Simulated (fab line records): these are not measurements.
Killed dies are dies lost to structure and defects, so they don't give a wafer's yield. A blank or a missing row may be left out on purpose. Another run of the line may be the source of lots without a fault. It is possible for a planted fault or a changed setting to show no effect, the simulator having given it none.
Chamber matching + flow n5-finfet + cvd-co-02 running N5_BEOL_M1_PRE_CLEAN_60: 3 sister chambers
The step time 15 s. 24 wafers are shown with their chamber, then 12 later ones without.

== WAFERS WITH THEIR CHAMBER ==
| wafer  | chamber | heater-power-w (W) | heater-power-outer-w (W) |
|--------|---------|--------------------|--------------------------|
| L077.4 | 2       | 95                 | 19                       |
| L077.5 | 1       | 56                 | 10                       |
| L077.6 | 0       | 79                 | 16                       |
| L078.2 | 2       | 94                 | 18                       |
| L078.4 | 2       | 96                 | 19                       |
| L078.5 | 0       | 78                 | 17                       |
| L079.2 | 1       | 54                 | 10                       |
| L079.3 | 2       | 94                 | 18                       |
| L079.5 | 2       | 96                 | 18                       |
| L080.1 | 1       | 56                 | 10                       |
| L080.4 | 2       | 94                 | 18                       |
| L080.6 | 0       | 80                 | 16                       |
| L082.2 | 0       | 78                 | 16                       |
| L082.3 | 2       | 96                 | 18                       |
| L082.5 | 2       | 95                 | 18                       |
| L083.1 | 2       | 95                 | 18                       |
| L083.4 | 2       | 95                 | 19                       |
| L083.5 | 1       | 57                 | 10                       |
| L090.3 | 2       | 96                 | 18                       |
| L090.4 | 0       | 78                 | 16                       |
| L090.5 | 1       | 56                 | 11                       |
| L091.1 | 2       | 94                 | 18                       |
| L091.2 | 1       | 58                 | 10                       |
| L091.4 | 2       | 95                 | 19                       |

SIGNATURES, as means of the wafers listed above
| reading              | chamber 0 | chamber 1 | chamber 2 | scatter within a chamber |
|----------------------|-----------|-----------|-----------|--------------------------|
| heater-power-w       | 78.60     | 56.17     | 95.00     | 0.977                    |
| heater-power-outer-w | 16.20     | 10.17     | 18.31     | 0.458                    |
Rule: for a wafer and a chamber, the distance is found by dividing, reading by reading, the gap between the wafer's reading and the chamber's mean by the reading's scatter, squaring, summing and taking the root. If the next closest chamber is less than 2 further off than the closest, the wafer can't be placed; otherwise it belongs to the closest. The scatter: the root of (the sum of the squares of (reading less its chamber's mean) over the shown wafers, divided by (wafers less chambers)).

== WAFERS WITH NO CHAMBER GIVEN ==
| wafer  | heater-power-w (W) | heater-power-outer-w (W) |
|--------|--------------------|--------------------------|
| L093.1 | 78                 | 16                       |
| L093.4 | 77                 | 16                       |
| L093.5 | 95                 | 19                       |
| L094.1 | 94                 | 19                       |
| L094.2 | 56                 | 10                       |
| L094.3 | 78                 | 16                       |
| L095.2 | 58                 | 10                       |
| L095.4 | 56                 | 10                       |
| L095.6 | 78                 | 16                       |
| L097.4 | 97                 | 18                       |
| L097.5 | 79                 | 17                       |
| L097.6 | 57                 | 10                       |

== WHICH CHAMBER EACH ONE RAN IN ==
| wafer  | from the rows above | in truth |
|--------|---------------------|----------|
| L093.1 | 0                   | 0        |
| L093.4 | 0                   | 0        |
| L093.5 | 2                   | 2        |
| L094.1 | 2                   | 2        |
| L094.2 | 1                   | 1        |
| L094.3 | 0                   | 0        |
| L095.2 | 1                   | 1        |
| L095.4 | 1                   | 1        |
| L095.6 | 0                   | 0        |
| L097.4 | 2                   | 2        |
| L097.5 | 0                   | 0        |
| L097.6 | 1                   | 1        |
Correctly placed: 12 of 12. From these rows, 0 cannot be placed. Number placed wrongly: 0.
